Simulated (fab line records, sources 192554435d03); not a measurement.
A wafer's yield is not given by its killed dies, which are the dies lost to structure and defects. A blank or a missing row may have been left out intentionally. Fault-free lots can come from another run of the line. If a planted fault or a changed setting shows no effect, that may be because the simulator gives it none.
Which tool did it? | flow n5-finfet | 27 wafers from 9 lots sampled at 3 of the route's 1938 steps

WHAT THE GAUGES SHOWED, per wafer
N5_BEOL_M1_CD_MEAS_28: target cd y 23.3 nm.
lot  | measured     | on        | cd-nm (nm)
L164 | day 6 07:27  | cd-sem-02 | 23.72 24.03 24.18
L166 | day 6 13:04  | cd-sem-03 | 23.87 23.79 23.82
L171 | day 8 02:01  | cd-sem-03 | 24.00 24.36 24.31
L172 | day 8 04:46  | cd-sem-03 | 24.05 24.11 24.43
L173 | day 8 05:12  | cd-sem-03 | 24.11 24.25 23.80
L176 | day 9 03:23  | cd-sem-02 | 23.78 23.72 23.58
L180 | day 10 01:05 | cd-sem-01 | 25.54 25.50 25.45
L181 | day 10 12:33 | cd-sem-01 | 25.01 25.19 24.99
L182 | day 10 18:55 | cd-sem-02 | 23.96 24.24 24.16

WHICH TOOL RAN EACH LOT (tool, then ch and the chambers of the sampled wafers, then the start)
lot  | N5_BEOL_M1_DESCUM_16               | N5_BEOL_M1_EXPOSE_25
L164 | rie-diel-01 ch 1,3, day 6 06:43    | euv-scanner-02 ch 0, day 6 07:19
L166 | rie-diel-01 ch 0,1,3, day 6 12:19  | euv-scanner-02 ch 0, day 6 12:56
L171 | rie-diel-02 ch 0,1,2, day 8 01:16  | euv-scanner-02 ch 0, day 8 01:52
L172 | rie-diel-02 ch 2,3, day 8 03:52    | euv-scanner-01 ch 0, day 8 04:38
L173 | rie-diel-06 ch 2,3, day 8 04:24    | euv-scanner-01 ch 0, day 8 05:04
L176 | rie-diel-01 ch 0,1,3, day 9 02:37  | euv-scanner-02 ch 0, day 9 03:14
L180 | rie-diel-01 ch 0,2,3, day 10 00:13 | euv-scanner-01 ch 0, day 10 00:56
L181 | rie-diel-02 ch 0,1, day 10 11:47   | euv-scanner-01 ch 0, day 10 12:26
L182 | rie-diel-01 ch 0,3, day 10 18:02   | euv-scanner-02 ch 0, day 10 18:46
- N5_BEOL_M1_DESCUM_16: chemistry O2, time 7 s.
- N5_BEOL_M1_EXPOSE_25: exposes mask V0, defocus 5 nm, target cd 24 nm.

THE ANSWER, worked out from the rows above alone
Rule: the lots themselves supply what counts as usual. The widest of any qualifying gaps counts: lots, ordered by their means at a reading, are off when they make up no more than a third of the lots, leave a main group of 4 or more, and stand apart from it by 3 or more times the standard deviation of that group's means. If all means in a main group match to the digits the tables above print for the reading, that group is not used. A lot without any number at a reading at which 4 lots or more have one is off too. Where the step has rows for the other lots, those lots are counted as sound.
Off: L180, L181, at N5_BEOL_M1_CD_MEAS_28 (cd-nm). Mean 24.01 nm and standard deviation 0.18 in the main group.
A tool fits if, at a process step before that reading, it ran every lot that is off, and no sound lot after the first of them. The gauges at N5_BEOL_M1_CD_MEAS_28 are tried like those tools. 2 tools fit, euv-scanner-01 at N5_BEOL_M1_EXPOSE_25 and cd-sem-01 at N5_BEOL_M1_CD_MEAS_28, so this cannot tell which one it is.

WHAT THE SIMULATOR HAD INSERTED
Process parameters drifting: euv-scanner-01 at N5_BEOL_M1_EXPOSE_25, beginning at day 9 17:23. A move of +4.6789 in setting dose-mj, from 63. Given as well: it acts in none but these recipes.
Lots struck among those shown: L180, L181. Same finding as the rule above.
